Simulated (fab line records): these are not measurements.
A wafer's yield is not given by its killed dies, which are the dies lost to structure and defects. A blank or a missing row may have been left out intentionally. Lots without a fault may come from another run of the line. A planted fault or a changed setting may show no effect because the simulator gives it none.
fab line records || flow n5Finfet
[record] {"lots": 4, "wafers": 12, "lastDay": 17}
route steps=1938 shown WELL_APT@22 PMOS_HMC_CHANNEL_EPI@57 BEOL_M4@1111 PASSIVATION@1936
lots that met no fault: taken from a fault-free run of the same line
startH: start of the lot's first displayed wafer, in hours after the record's first day || waitH: hours elapsed since this lot's preceding step || " the same as in the row above || L1.1+2: several wafers, shown together as one row || - either no value or no given start || * or withheld: withheld || < > ~ a bound
route shown NAME@n: names a module that has steps shown in the file, with the first one's number in the route || usual: the fault-free wafers' mean and standard deviation || same: alike in all rows || chamber/n: place in a boat || sites: the reading at each site || _std_site: standard deviation across them || _edge_site: mean of outer sites minus mean of inner sites || radiusMm: for every site, how far away it sits from the centre of the wafer || mask NAME#n: copy n || behind: the tool/chamber that last shaped the wafer || hold: the reason the lot was held/the length of the hold in hours/how it ended || device: which transistor (n, p or np) failed to switch || end of line: at the end of the route, the tests of the same wafers || a step without rows: its recipe alone || killed: the dies lost at the first sort to structure and to defects; this is not the yield of the wafer || map: a wafer's dies, marking killed ones x, the rest . and places with no die _
set.NAME: the setting that was run; set.NAME@STEP: the one run at that earlier step || model.NAME: the simulator's own value behind a step, which no gauge read
a table for each step, a row for each wafer; lots at some steps of the route
[[steps]]
[step N5_WELL_APT_EBR_04]
[recipe] {"solvent": "PGMEA", "ebrWidthMm": 1.5}
[step N5_WELL_APT_SOFTBAKE_03]
[recipe] {"tempC": 130, "timeS": 60}
[step N5_WELL_APT_EXPOSE_05]
[recipe] {"maskId": "NWELL", "na": 0.8, "sourceShape": "conventional", "sigmaOuter": 0.8, "polarization": "unpolarized", "defocusNm": 0, "targetCdNm": 200, "doseMj": 20.3}
[step N5_WELL_APT_PEB_06]
[recipe] {"pebTempC": 130, "pebTimeS": 90}
[step N5_WELL_APT_DEVELOP_07]
[recipe] {"developTimeS": 45, "rinseLiquid": "surfactantRinse", "dry": "airSpin", "devTempC": 21}
[step N5_WELL_APT_HARDBAKE_12]
[recipe] {"tempC": 130, "timeS": 120}
[step N5_WELL_APT_DESCUM_13]
[recipe] {"chemistry": "O2", "timeS": 7.9, "sourcePowerW": 50, "biasPowerW": 20, "pressureMtorr": 20, "rfFrequencyHz": 2.712e+07, "tempC": 40, "o2FlowSccm": 225}
[step N5_WELL_APT_IMPLANT_14]
[recipe] {"species": "P", "energyKev": 160, "doseCm2": 1.5e+13, "tiltDeg": 0, "rotationDeg": 0}
[step N5_WELL_APT_IMPLANT_15]
[recipe] {"species": "As", "energyKev": 25, "doseCm2": 1.5e+13, "tiltDeg": 0, "rotationDeg": 0}
[step N5_WELL_APT_STRIP_16]
[recipe] {"chemistry": "SPM", "timeS": 900, "tempC": 130, "h2so4H2o2VolRatio": 4, "dry": "ipaMarangoni"}
{"lot.wafer": "L770.4+5+6", "tool": "wetBench-04", "chamber": "5,1,3", "startH": 32.13, "waitH": 0.1}
{"lot.wafer": "L771.1+2+4", "tool": "wetBench-04", "chamber": "3,2,1", "startH": 38.54, "waitH": 0.2}
{"lot.wafer": "L780.1+4+5", "tool": "wetBench-06", "chamber": "7,4,6", "startH": 92.20, "waitH": 0.2}
{"lot.wafer": "L790.1+4+5", "tool": "wetBench-04", "chamber": "7,5,1", "startH": 152.29, "waitH": 0.2}
[step N5_WELL_APT_HMDS_18]
[recipe] {"timeS": 60, "tempC": 120}
[step N5_WELL_APT_COAT_19]
[recipe] {"spinRpm": 1357, "resistThkNm": 950}
[step N5_WELL_APT_EBR_21]
[recipe] {"solvent": "PGMEA", "ebrWidthMm": 1.5}
[step N5_WELL_APT_SOFTBAKE_20]
[recipe] {"tempC": 130, "timeS": 60}
[step N5_WELL_APT_EXPOSE_22]
[recipe] {"maskId": "PWELL", "na": 0.8, "sourceShape": "conventional", "sigmaOuter": 0.8, "polarization": "unpolarized", "defocusNm": 0, "targetCdNm": 200, "doseMj": 23.2}
[step N5_WELL_APT_PEB_23]
[recipe] {"pebTempC": 130, "pebTimeS": 90}
[step N5_WELL_APT_DEVELOP_24]
[recipe] {"developTimeS": 45, "rinseLiquid": "surfactantRinse", "dry": "airSpin", "devTempC": 21}
[step N5_WELL_APT_HARDBAKE_29]
[recipe] {"tempC": 130, "timeS": 120}
[step N5_WELL_APT_INSPECT_27]
[recipe] {"mode": "adi", "inspectInstrument": "macro"}
[usual] {"rawDefectCount": "2.1/1.6"}
{"lot.wafer": "L770.4", "tool": "defectInspect-02", "chamber": "-", "startH": 32.74, "waitH": 0.0, "rawDefectCount": ">300"}
{"lot.wafer": "L770.5", "tool": "defectInspect-02", "chamber": "-", "startH": 32.74, "waitH": 0.0, "rawDefectCount": ">300"}
{"lot.wafer": "L770.6", "tool": "defectInspect-02", "chamber": "-", "startH": 32.74, "waitH": 0.0, "rawDefectCount": ">300"}
{"lot.wafer": "L771.1", "tool": "defectInspect-02", "chamber": "-", "startH": 39.31, "waitH": 0.0, "rawDefectCount": ">300"}
{"lot.wafer": "L771.2", "tool": "defectInspect-02", "chamber": "-", "startH": 39.31, "waitH": 0.0, "rawDefectCount": ">300"}
{"lot.wafer": "L771.4", "tool": "defectInspect-02", "chamber": "-", "startH": 39.31, "waitH": 0.0, "rawDefectCount": ">300"}
{"lot.wafer": "L780.1", "tool": "defectInspect-01", "chamber": "-", "startH": 92.93, "waitH": 0.0, "rawDefectCount": 1}
{"lot.wafer": "L780.4", "tool": "defectInspect-01", "chamber": "-", "startH": 92.93, "waitH": 0.0, "rawDefectCount": 2}
{"lot.wafer": "L780.5", "tool": "defectInspect-01", "chamber": "-", "startH": 92.93, "waitH": 0.0, "rawDefectCount": 1}
{"lot.wafer": "L790.1", "tool": "defectInspect-01", "chamber": "-", "startH": 152.89, "waitH": 0.0, "rawDefectCount": 3}
{"lot.wafer": "L790.4", "tool": "defectInspect-01", "chamber": "-", "startH": 152.89, "waitH": 0.0, "rawDefectCount": 3}
{"lot.wafer": "L790.5", "tool": "defectInspect-01", "chamber": "-", "startH": 152.89, "waitH": 0.0, "rawDefectCount": 1}
[step N5_WELL_APT_DESCUM_30]
[recipe] {"chemistry": "O2", "timeS": 7.9, "sourcePowerW": 50, "biasPowerW": 20, "pressureMtorr": 20, "rfFrequencyHz": 2.712e+07, "tempC": 40, "o2FlowSccm": 225}
[step N5_WELL_APT_IMPLANT_31]
[recipe] {"species": "B", "energyKev": 60, "doseCm2": 1.5e+13, "tiltDeg": 0, "rotationDeg": 0}
[step N5_WELL_APT_IMPLANT_32]
[recipe] {"species": "BF2", "energyKev": 50, "doseCm2": 2e+13, "tiltDeg": 0, "rotationDeg": 0}
[step N5_WELL_APT_STRIP_33]
[recipe] {"chemistry": "SPM", "timeS": 900, "tempC": 130, "h2so4H2o2VolRatio": 4, "dry": "ipaMarangoni"}
[step N5_WELL_APT_RTA_34]
[recipe] {"tempC": 1000, "timeS": 10, "ambient": "N2", "idleTempC": 600, "rampUpCPerS": 150, "rampDownCPerS": 60, "coolToC": 600}
[step N5_WELL_APT_OXIDE_STRIP_42]
[recipe] {"chemistry": "dHF", "dilution": "25:1", "timeS": 45, "tempC": 25, "target": "SiO2", "targetDepthA": 120}
[step N5_WELL_APT_PRECLEAN_36]
[recipe] {"chemistry": "O3/DIW", "timeS": 45, "tempC": 22, "o3Ppm": 10}
[step N5_WELL_APT_PRECLEAN_39]
[recipe] {"chemistry": "dHF", "timeS": 60, "dilution": "150:1", "tempC": 25}
[step N5_WELL_APT_SRD_37]
[recipe] {"dry": "ipaMarangoni", "doPpb": 5, "timeS": 30, "tempC": 23, "rinseLiquid": "diw"}
[step N5_WELL_APT_EPI_41]
[recipe] {"material": "Si", "targetThkA": 500, "tempC": 650, "precursor": "SiH4/H2", "pressureTorr": 20, "timeS": 297.7}
[step N5_WELL_APT_INSPECT_38]
[recipe] {"inspectInstrument": "darkfield", "mode": "postEpi"}
[usual] {"rawDefectCount": "13/5.1"}
{"lot.wafer": "L770.4", "tool": "defectInspect-02", "chamber": "-", "startH": 34.58, "waitH": 0.2, "rawDefectCount": 501}
{"lot.wafer": "L770.5", "tool": "defectInspect-02", "chamber": "-", "startH": 34.58, "waitH": 0.2, "rawDefectCount": 471}
{"lot.wafer": "L770.6", "tool": "defectInspect-02", "chamber": "-", "startH": 34.58, "waitH": 0.2, "rawDefectCount": 503}
{"lot.wafer": "L771.1", "tool": "defectInspect-02", "chamber": "-", "startH": 40.99, "waitH": 0.5, "rawDefectCount": 502}
{"lot.wafer": "L771.2", "tool": "defectInspect-02", "chamber": "-", "startH": 40.99, "waitH": 0.5, "rawDefectCount": 496}
{"lot.wafer": "L771.4", "tool": "defectInspect-02", "chamber": "-", "startH": 40.99, "waitH": 0.5, "rawDefectCount": 534}
{"lot.wafer": "L780.1", "tool": "defectInspect-01", "chamber": "-", "startH": 95.11, "waitH": 0.9, "rawDefectCount": 18}
{"lot.wafer": "L780.4", "tool": "defectInspect-01", "chamber": "-", "startH": 95.11, "waitH": 0.9, "rawDefectCount": 15}
{"lot.wafer": "L780.5", "tool": "defectInspect-01", "chamber": "-", "startH": 95.11, "waitH": 0.9, "rawDefectCount": 10}
{"lot.wafer": "L790.1", "tool": "defectInspect-01", "chamber": "-", "startH": 154.87, "waitH": 0.7, "rawDefectCount": 17}
{"lot.wafer": "L790.4", "tool": "defectInspect-01", "chamber": "-", "startH": 154.87, "waitH": 0.7, "rawDefectCount": 14}
{"lot.wafer": "L790.5", "tool": "defectInspect-01", "chamber": "-", "startH": 154.87, "waitH": 0.7, "rawDefectCount": 13}
[step N5_PMOS_HMC_CHANNEL_EPI_HM_DEP_34]
[recipe] {"material": "SiO2", "targetThkA": 360, "tempC": 400, "precursor": "TEOS/O2", "pressureTorr": 6.5, "rfW": 900, "teosFlowSccm": 161.4, "gas": "O2", "flowSccm": 2650, "timeS": 6.9}
[step N5_BEOL_M4_RC_MEAS_101]
[usual] {"DIBL_N": "36.0/1.6", "DIBL_P": "36.1/2", "IOFF_N": "0.160/0.029", "IOFF_P": "0.21/0.039", "ION_N": "675/13", "ION_P": "464/8.8", "SS_N": "71.5/0.58", "SS_P": "73.3/0.65", "VT_N": "250/3.3", "VT_P": "-249/3.6"}
{"lot.wafer": "L770.4", "tool": "prober-02", "chamber": 0, "startH": 187.27, "waitH": 0.5, "DIBL_N[mV/V]": 35.3, "DIBL_P[mV/V]": 35.7, "IOFF_N[nA/um]": 0.135, "IOFF_P[nA/um]": 0.17, "ION_N[uA/um]": 667, "ION_P[uA/um]": 455, "SS_N[mV/dec]": 72.0, "SS_P[mV/dec]": 72.2, "VT_N[mV]": 252, "VT_P[mV]": -256}
{"lot.wafer": "L770.5", "tool": "prober-02", "chamber": 0, "startH": 187.27, "waitH": 0.5, "DIBL_N[mV/V]": 33.8, "DIBL_P[mV/V]": 33.5, "IOFF_N[nA/um]": 0.111, "IOFF_P[nA/um]": 0.14, "ION_N[uA/um]": 656, "ION_P[uA/um]": 454, "SS_N[mV/dec]": 71.8, "SS_P[mV/dec]": 72.8, "VT_N[mV]": 256, "VT_P[mV]": -258}
{"lot.wafer": "L770.6", "tool": "prober-02", "chamber": 0, "startH": 187.27, "waitH": 0.5, "DIBL_N[mV/V]": 35.2, "DIBL_P[mV/V]": 34.8, "IOFF_N[nA/um]": 0.135, "IOFF_P[nA/um]": 0.17, "ION_N[uA/um]": 675, "ION_P[uA/um]": 460, "SS_N[mV/dec]": 71.8, "SS_P[mV/dec]": 73.1, "VT_N[mV]": 253, "VT_P[mV]": -254}
{"lot.wafer": "L771.1", "tool": "prober-02", "chamber": 0, "startH": 191.04, "waitH": 0.0, "DIBL_N[mV/V]": 32.2, "DIBL_P[mV/V]": 33.8, "IOFF_N[nA/um]": 0.122, "IOFF_P[nA/um]": 0.18, "ION_N[uA/um]": 669, "ION_P[uA/um]": 465, "SS_N[mV/dec]": 70.1, "SS_P[mV/dec]": 72.2, "VT_N[mV]": 254, "VT_P[mV]": -252}
{"lot.wafer": "L771.2", "tool": "prober-02", "chamber": 0, "startH": 191.04, "waitH": 0.0, "DIBL_N[mV/V]": 37.0, "DIBL_P[mV/V]": 39.5, "IOFF_N[nA/um]": 0.202, "IOFF_P[nA/um]": 0.27, "ION_N[uA/um]": 706, "ION_P[uA/um]": 486, "SS_N[mV/dec]": 72.7, "SS_P[mV/dec]": 74.6, "VT_N[mV]": 246, "VT_P[mV]": -246}
{"lot.wafer": "L771.4", "tool": "prober-02", "chamber": 0, "startH": 191.04, "waitH": 0.0, "DIBL_N[mV/V]": 33.7, "DIBL_P[mV/V]": 35.0, "IOFF_N[nA/um]": 0.134, "IOFF_P[nA/um]": 0.19, "ION_N[uA/um]": 668, "ION_P[uA/um]": 457, "SS_N[mV/dec]": 70.6, "SS_P[mV/dec]": 73.3, "VT_N[mV]": 253, "VT_P[mV]": -250}
{"lot.wafer": "L780.1", "tool": "prober-01", "chamber": 0, "startH": 238.30, "waitH": 0.0, "DIBL_N[mV/V]": 34.3, "DIBL_P[mV/V]": 33.0, "IOFF_N[nA/um]": 0.147, "IOFF_P[nA/um]": 0.19, "ION_N[uA/um]": 674, "ION_P[uA/um]": 464, "SS_N[mV/dec]": 71.0, "SS_P[mV/dec]": 73.0, "VT_N[mV]": 250, "VT_P[mV]": -248}
{"lot.wafer": "L780.4", "tool": "prober-01", "chamber": 0, "startH": 238.30, "waitH": 0.0, "DIBL_N[mV/V]": 37.4, "DIBL_P[mV/V]": 37.6, "IOFF_N[nA/um]": 0.204, "IOFF_P[nA/um]": 0.28, "ION_N[uA/um]": 685, "ION_P[uA/um]": 472, "SS_N[mV/dec]": 72.0, "SS_P[mV/dec]": 73.3, "VT_N[mV]": 246, "VT_P[mV]": -245}
{"lot.wafer": "L780.5", "tool": "prober-01", "chamber": 0, "startH": 238.30, "waitH": 0.0, "DIBL_N[mV/V]": 35.2, "DIBL_P[mV/V]": 35.4, "IOFF_N[nA/um]": 0.157, "IOFF_P[nA/um]": 0.21, "ION_N[uA/um]": 670, "ION_P[uA/um]": 460, "SS_N[mV/dec]": 70.6, "SS_P[mV/dec]": 73.1, "VT_N[mV]": 247, "VT_P[mV]": -248}
{"lot.wafer": "L790.1", "tool": "prober-01", "chamber": 0, "startH": 301.85, "waitH": 0.0, "DIBL_N[mV/V]": 37.7, "DIBL_P[mV/V]": 37.7, "IOFF_N[nA/um]": 0.188, "IOFF_P[nA/um]": 0.25, "ION_N[uA/um]": 670, "ION_P[uA/um]": 463, "SS_N[mV/dec]": 72.1, "SS_P[mV/dec]": 73.4, "VT_N[mV]": 248, "VT_P[mV]": -244}
{"lot.wafer": "L790.4", "tool": "prober-01", "chamber": 0, "startH": 301.85, "waitH": 0.0, "DIBL_N[mV/V]": 36.6, "DIBL_P[mV/V]": 37.8, "IOFF_N[nA/um]": 0.174, "IOFF_P[nA/um]": 0.26, "ION_N[uA/um]": 666, "ION_P[uA/um]": 471, "SS_N[mV/dec]": 72.0, "SS_P[mV/dec]": 73.7, "VT_N[mV]": 248, "VT_P[mV]": -244}
{"lot.wafer": "L790.5", "tool": "prober-01", "chamber": 0, "startH": 301.85, "waitH": 0.0, "DIBL_N[mV/V]": 35.3, "DIBL_P[mV/V]": 35.9, "IOFF_N[nA/um]": 0.151, "IOFF_P[nA/um]": 0.22, "ION_N[uA/um]": 675, "ION_P[uA/um]": 465, "SS_N[mV/dec]": 70.9, "SS_P[mV/dec]": 72.9, "VT_N[mV]": 249, "VT_P[mV]": -248}
[step N5_PASSIVATION_PROBE_49]
[usual] {"defectLimitedYield": "91.0/1.3", "killed_at_M0_to_M3": "36/9.5", "killed_at_M4_up": "14/5.6", "killedAtContacts": "12/6.4", "killedAtFrontEnd": "40/10", "killedAtOther": "3.2/3", "killedDies": "107/15", "killedOpen": "69/12", "killedShort": "35/7.7", "sort_bin_5_function": "5.3/0.91", "sort_bin_6_memory": "3.3/0.65", "sortNPass": "1073/15", "sortYieldPct": "91.0/1.3"}
[same] {"grossDies": 1180, "killedAtBackSide": 0, "sort_bin_4_leakage[%]": 0, "sort_bin_8_speed[%]": 0}
{"lot.wafer": "L771.1", "tool": "prober-02", "chamber": "-", "startH": 291.74, "waitH": 0.0, "defectLimitedYield[%]": 81.4, "killed_at_M0_to_M3": 38, "killed_at_M4_up": 11, "killedAtContacts": 21, "killedAtFrontEnd": 146, "killedAtOther": 4, "killedDies": 220, "killedOpen": 67, "killedShort": 34, "sort_bin_5_function[%]": 13.1, "sort_bin_6_memory[%]": 3.5, "sortNPass": 960, "sortYieldPct[%]": 81.4}
{"lot.wafer": "L771.2", "tool": "prober-02", "chamber": "-", "startH": 291.79, "waitH": 0.1, "defectLimitedYield[%]": 80.8, "killed_at_M0_to_M3": 31, "killed_at_M4_up": 10, "killedAtContacts": 21, "killedAtFrontEnd": 162, "killedAtOther": 3, "killedDies": 227, "killedOpen": 70, "killedShort": 28, "sort_bin_5_function[%]": 12.2, "sort_bin_6_memory[%]": 5.3, "sortNPass": 953, "sortYieldPct[%]": 80.8}
{"lot.wafer": "L771.4", "tool": "prober-02", "chamber": "-", "startH": 291.89, "waitH": 0.2, "defectLimitedYield[%]": 80.3, "killed_at_M0_to_M3": 36, "killed_at_M4_up": 11, "killedAtContacts": 11, "killedAtFrontEnd": 164, "killedAtOther": 11, "killedDies": 233, "killedOpen": 66, "killedShort": 41, "sort_bin_5_function[%]": 11.9, "sort_bin_6_memory[%]": 4.7, "sortNPass": 947, "sortYieldPct[%]": 80.3}
{"lot.wafer": "L770.4", "tool": "prober-01", "chamber": "-", "startH": 293.64, "waitH": 0.2, "defectLimitedYield[%]": 86.7, "killed_at_M0_to_M3": 43, "killed_at_M4_up": 13, "killedAtContacts": 4, "killedAtFrontEnd": 96, "killedAtOther": 1, "killedDies": 157, "killedOpen": 51, "killedShort": 37, "sort_bin_5_function[%]": 8.2, "sort_bin_6_memory[%]": 3.0, "sortNPass": 1023, "sortYieldPct[%]": 86.7}
{"lot.wafer": "L770.5", "tool": "prober-01", "chamber": "-", "startH": 293.69, "waitH": 0.2, "defectLimitedYield[%]": 83.7, "killed_at_M0_to_M3": 29, "killed_at_M4_up": 8, "killedAtContacts": 6, "killedAtFrontEnd": 142, "killedAtOther": 7, "killedDies": 192, "killedOpen": 50, "killedShort": 26, "sort_bin_5_function[%]": 10.2, "sort_bin_6_memory[%]": 4.0, "sortNPass": 988, "sortYieldPct[%]": 83.7}
{"lot.wafer": "L770.6", "tool": "prober-01", "chamber": "-", "startH": 293.74, "waitH": 0.3, "defectLimitedYield[%]": 81.4, "killed_at_M0_to_M3": 47, "killed_at_M4_up": 11, "killedAtContacts": 13, "killedAtFrontEnd": 146, "killedAtOther": 2, "killedDies": 219, "killedOpen": 66, "killedShort": 37, "sort_bin_5_function[%]": 11.6, "sort_bin_6_memory[%]": 4.5, "sortNPass": 961, "sortYieldPct[%]": 81.4}
{"lot.wafer": "L780.1", "tool": "prober-02", "chamber": "-", "startH": 354.61, "waitH": 0.0, "defectLimitedYield[%]": 88.8, "killed_at_M0_to_M3": 34, "killed_at_M4_up": 16, "killedAtContacts": 18, "killedAtFrontEnd": 59, "killedAtOther": 5, "killedDies": 132, "killedOpen": 85, "killedShort": 43, "sort_bin_5_function[%]": 7.2, "sort_bin_6_memory[%]": 3.8, "sortNPass": 1048, "sortYieldPct[%]": 88.8}
{"lot.wafer": "L780.4", "tool": "prober-02", "chamber": "-", "startH": 354.76, "waitH": 0.2, "defectLimitedYield[%]": 89.3, "killed_at_M0_to_M3": 36, "killed_at_M4_up": 16, "killedAtContacts": 22, "killedAtFrontEnd": 48, "killedAtOther": 4, "killedDies": 126, "killedOpen": 82, "killedShort": 37, "sort_bin_5_function[%]": 6.1, "sort_bin_6_memory[%]": 4.4, "sortNPass": 1054, "sortYieldPct[%]": 89.3}
{"lot.wafer": "L780.5", "tool": "prober-02", "chamber": "-", "startH": 354.81, "waitH": 0.2, "defectLimitedYield[%]": 89.7, "killed_at_M0_to_M3": 45, "killed_at_M4_up": 17, "killedAtContacts": 11, "killedAtFrontEnd": 47, "killedAtOther": 2, "killedDies": 122, "killedOpen": 73, "killedShort": 44, "sort_bin_5_function[%]": 5.3, "sort_bin_6_memory[%]": 4.7, "sortNPass": 1058, "sortYieldPct[%]": 89.7}
// killed by level:class
L771.1 WELL_APT:unspecified=116 MOL_CONTACT_COAG:geometricParticle:open=20 BEOL_M0_SAQP:geometricParticle:short=12 BEOL_M0_SAQP:geometricParticle:open=10 STI_FIN_REVEAL:geometricParticle:open=9 BEOL_M4:geometricParticle:open=6 GATE_CUT:geometricParticle:short=5 BEOL_M1:geometricParticle:open=5
L771.2 WELL_APT:unspecified=125 MOL_CONTACT_COAG:geometricParticle:open=17 BEOL_M3:geometricParticle:open=10 STI_FIN_REVEAL:geometricParticle:open=9 BEOL_M2:geometricParticle:open=9 FIN_SAQP:geometricParticle:open=4 MOL_CONTACT_COAG:geometricParticle:short=4 FIN_SAQP:geometricParticle:short=3
L771.4 WELL_APT:unspecified=118 STI_FIN_REVEAL:geometricParticle:open=14 BEOL_M0_SAQP:geometricParticle:open=13 FIN_SAQP:geometricParticle:short=10 BEOL_M0_SAQP:geometricParticle:short=10 MOL_CONTACT_COAG:geometricParticle:open=8 BEOL_M2:geometricParticle:open=8 PASS1_DEP:geometricParticle:open=6
L770.4 WELL_APT:unspecified=64 BEOL_M0_SAQP:geometricParticle:short=9 BEOL_M3:geometricParticle:open=8 BEOL_M2:geometricParticle:open=7 FIN_SAQP:geometricParticle:short=6 BEOL_M0_SAQP:geometricParticle:open=5 BEOL_M1:geometricParticle:open=5 BEOL_M2:geometricParticle:short=5
L770.5 WELL_APT:unspecified=114 BEOL_M3:geometricParticle:open=12 FIN_SAQP:geometricParticle:short=6 STI_FIN_REVEAL:geometricParticle:open=6 BEOL_M2:geometricParticle:open=6 FIN_SAQP:geometricParticle:open=4 MOL_CONTACT_COAG:geometricParticle:open=4 BEOL_M0_SAQP:geometricParticle:open=4
L770.6 WELL_APT:unspecified=114 BEOL_M3:geometricParticle:open=11 FIN_SAQP:geometricParticle:open=9 FIN_SAQP:geometricParticle:short=9 MOL_CONTACT_COAG:geometricParticle:open=9 BEOL_M2:geometricParticle:open=9 BEOL_M0_SAQP:geometricParticle:open=8 BEOL_M0_SAQP:geometricParticle:short=7
L780.1 STI_FIN_REVEAL:geometricParticle:open=15 MOL_CONTACT_COAG:geometricParticle:open=11 GATE_CUT:geometricParticle:short=10 BEOL_M2:geometricParticle:open=9 BEOL_M3:geometricParticle:open=8 MOL_CONTACT_COAG:geometricParticle:short=7 FIN_SAQP:geometricParticle:short=6 STARTING-WAFER:geometricParticle:open=6
L780.4 MOL_CONTACT_COAG:geometricParticle:open=15 STI_FIN_REVEAL:geometricParticle:open=13 BEOL_M3:geometricParticle:open=13 MOL_CONTACT_COAG:geometricParticle:short=7 BEOL_M4:geometricParticle:open=7 STARTING-WAFER:geometricParticle:open=6 DUMMY_GATE:geometricParticle:open=5 GATE_CUT:geometricParticle:open=5
L780.5 BEOL_M0_SAQP:geometricParticle:open=14 STI_FIN_REVEAL:geometricParticle:open=11 BEOL_M2:geometricParticle:open=9 MOL_CONTACT_COAG:geometricParticle:open=8 BEOL_M0_SAQP:geometricParticle:short=8 GATE_CUT:geometricParticle:short=6 DUMMY_GATE:geometricParticle:open=5 FIN_SAQP:geometricParticle:short=4
// map L770.6 (x killed, . not)
_________________...x.x.....x________________
______________............x....._____________
___________....................x...__________
__________.......x........x........._________
________...............x.............._______
_______...x...x..x.....x........x......______
______.......................x...xx....._____
_____x......x..x.......x..x.............x____
____.....x.......................x........___
___...x...........x.............x..........__
___.......x....x.......x.x.................__
__.x.x.x...x...x............................_
__x.........x....x....................x....._
_..xx..x.....................x.............x.
_.x....x......x..............x.x...........x.
_.......xx...........x.....x.....x.....x.....
_x......x.x.................x................
_x..x..................x..x......xx....x.....
_..........x........x..xx.x..x.......x.x.....
_.....x..x........x.xxxx..xx.........xx......
_.............x.x.x.xxxxxxxxx.xx....xx.......
__..............x..xxxxxxxxxxx......x......._
__x...............xxxxxxxxxxxxxx..x..x......_
___......x.......xxxxxxxxxxxxxx............__
___.............xxxxxxxxxxxxxxxx.x....x....__
____...x..........xxxxxxxxxxxxxxx.........___
_____.............xxxxxxxxxx.............____
______..x.......x..x.x.xxxx.x..........._____
_______x..............xx.xx.x...x......______
________...............x.xx....x....x._______
__________..............x..........._________
___________.............x..........__________
______________.................._____________
_________________x.....x.xx..________________
// map L771.4 (x killed, . not)
_________________..........x.________________
______________..........x.....x._____________
___________.......x..........x.....__________
__________......xx.................._________
________...x..xxx..x........x.......x._______
_______...........x.x......x....x......______
______...x..........xx......x..........._____
_____...................x............x.x.____
____...x.....x...x.x....x.................___
___....x.......x.xx.x..............x..x.x..__
___.......xxxxxxx.xx..x..........x.x.x..x..__
__....x......xxxxxxxxx.........x..x.x......._
__...........xxxxxxxxx...xx................._
_........x.xxxxxxxxxxxxx.....................
_....x....xxxxxxxxxxxxxx........x...........x
_x......x..xxxxxxxxxxxxx.................xx..
_..........xxxxxxxxxxxxxx........xx..........
_..........x.xxxxxxxxxxx..................x..
_x...........xxxxxxxx.....xx................x
_.........xx.xxx.xx..x.......xx..........x...
_.......x.......x...x..........x.............
__....................x.x......x..x........._
__........x..xx.x...x...x...x....x.x........_
___.xx..........x.x.....x...x........x..x..__
___.......x..........x..................x..__
____.x..x.......................x....x.x..___
_____.........x.........................x____
______x......x.................x....x..._____
_______x...........x..........x........______
________.................x..x....x...._______
__________.x............x..x........_________
___________.....xx.x....x...x......__________
______________x......x.........x_____________
_________________......x.....________________
[[key]]
[firstSign] {"step": "N5_WELL_APT_INSPECT_27", "reading": "rawDefectCount", "direction": "up", "sigmas": "99+", "usual": 2.1, "struck": ">300"}
[effect] {"step": "N5_WELL_APT_INSPECT_38", "reading": "rawDefectCount", "direction": "up", "sigmas": 96, "usual": 13, "struck": 501}
[effect] {"step": "N5_PASSIVATION_PROBE_49", "reading": "killedAtFrontEnd", "direction": "up", "sigmas": 10, "usual": 40, "struck": 143}
[moreKillsBornAt] {"N5_WELL_APT_STRIP_16@wetBench-04": 651}
metAt N5_WELL_APT_STRIP_16
struckWafers L770.4,L770.5,L770.6,L771.1,L771.2,L771.4
[fault] {"kind": "chamberParticleSource", "tool": "wetBench-04", "chamber": "-", "onsetH": 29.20, "steps": "N5_WELL_APT_STRIP_16", "ratePerVisitCm2": 0.74725, "endH": 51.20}
